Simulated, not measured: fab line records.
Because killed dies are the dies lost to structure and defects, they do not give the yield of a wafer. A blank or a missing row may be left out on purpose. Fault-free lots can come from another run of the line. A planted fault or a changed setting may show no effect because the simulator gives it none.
Which of the tools did it?    flow n5-finfet    route of 1938 steps, sampled at 1 step: 11 lots, 32 wafers

WHAT THE GAUGES READ, wafer by wafer
N5_BEOL_M5_CD_MEAS_28: target cd 30.6 nm, target cd y 20 nm.
lot   measured      on         cd-nm (nm)
L875  day 9 21:53   cd-sem-03  30.91 30.97 30.72
L877  day 10 14:19  cd-sem-01  30.38 30.59 30.14
L878  day 11 03:21  cd-sem-02  30.24 30.78 30.33
L879  day 11 09:21  cd-sem-02  30.72 30.63 30.71
L881  day 12 01:40  cd-sem-02  30.68 31.01 30.55
L885  day 12 17:57  cd-sem-01  30.78 30.59 30.68
L884  day 12 18:02  cd-sem-01  30.47 30.63 30.66
L888  day 13 06:13  cd-sem-02  30.68 30.81 30.13
L887  day 13 23:43  cd-sem-02  30.60 30.54 31.04
L892  day 14 22:06  cd-sem-03  30.77 30.70
L898  day 15 20:11  cd-sem-01  30.72 31.19 30.80

TOOL THAT RAN EACH LOT (tool first, then ch and the chambers of the sampled wafers, then the start)
No process step before these readings appears in the record.

THE ANSWER, worked out from the rows above alone
Rule: the lots themselves supply what counts as usual. Put in order of their means at a reading, lots are off if they are a third of the lots or fewer, leave a main group of 4 or more, and stand apart from it by a gap of 3 or more times the standard deviation of the main group's means; of several such gaps the widest counts. Not used: any main group whose means are identical at the precision the tables above print for the reading. A lot without any number at a reading at which 4 lots or more have one is off too. Any other lot the step has rows for is counted as sound.
None of the lots is off at any reading shown; this tells nothing.

WHAT THE SIMULATOR PUT IN
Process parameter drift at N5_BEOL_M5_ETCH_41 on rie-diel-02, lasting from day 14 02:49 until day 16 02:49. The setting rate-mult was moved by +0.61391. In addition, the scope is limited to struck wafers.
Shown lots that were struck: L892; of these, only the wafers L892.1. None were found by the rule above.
